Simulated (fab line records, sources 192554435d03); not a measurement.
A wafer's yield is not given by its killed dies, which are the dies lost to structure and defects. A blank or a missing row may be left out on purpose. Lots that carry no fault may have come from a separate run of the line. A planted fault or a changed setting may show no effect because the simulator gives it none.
Which tool was responsible? -- flow n5Finfet -- route of 1938 steps, sampled at 1 step: 6 lots, 18 wafers

WHAT EACH GAUGE READ, for each wafer
N5_BEOL_M8_INSPECT_58: inspects for defects (darkfield).
lot,measured,on,rawDefectCount
L514,day 10 07:14,defectInspect-02,59 41 72
L516,day 11 06:05,defectInspect-02,111 78 61
L522,day 12 13:20,defectInspect-02,51 62 71
L525,day 12 19:04,defectInspect-02,78 66 67
L531,day 14 13:32,defectInspect-02,41 95 84
L535,day 15 19:23,defectInspect-01,53 101 43

WHAT TOOL EACH LOT RAN ON (gives the tool, then ch and the chambers of the sampled wafers, and finally the start)
There is no process step in the record ahead of these readings.

THE ANSWER, worked out from the rows above alone
Rule: what is usual is taken from the lots themselves. Put in order of their means at a reading, lots are off if they are a third of the lots or fewer, leave a main group of 4 or more, and stand apart from it by a gap of 3 or more times the standard deviation of the main group's means; of several such gaps the widest counts. If all means in a main group match to the digits the tables above print for the reading, that group is not used. A lot without any number at a reading at which 4 lots or more have one is off too. Where the step has rows for the other lots, those lots are counted as sound.
Across all readings shown, no lot is off: no conclusion can be drawn from this.

WHAT WAS PUT IN BY THE SIMULATOR
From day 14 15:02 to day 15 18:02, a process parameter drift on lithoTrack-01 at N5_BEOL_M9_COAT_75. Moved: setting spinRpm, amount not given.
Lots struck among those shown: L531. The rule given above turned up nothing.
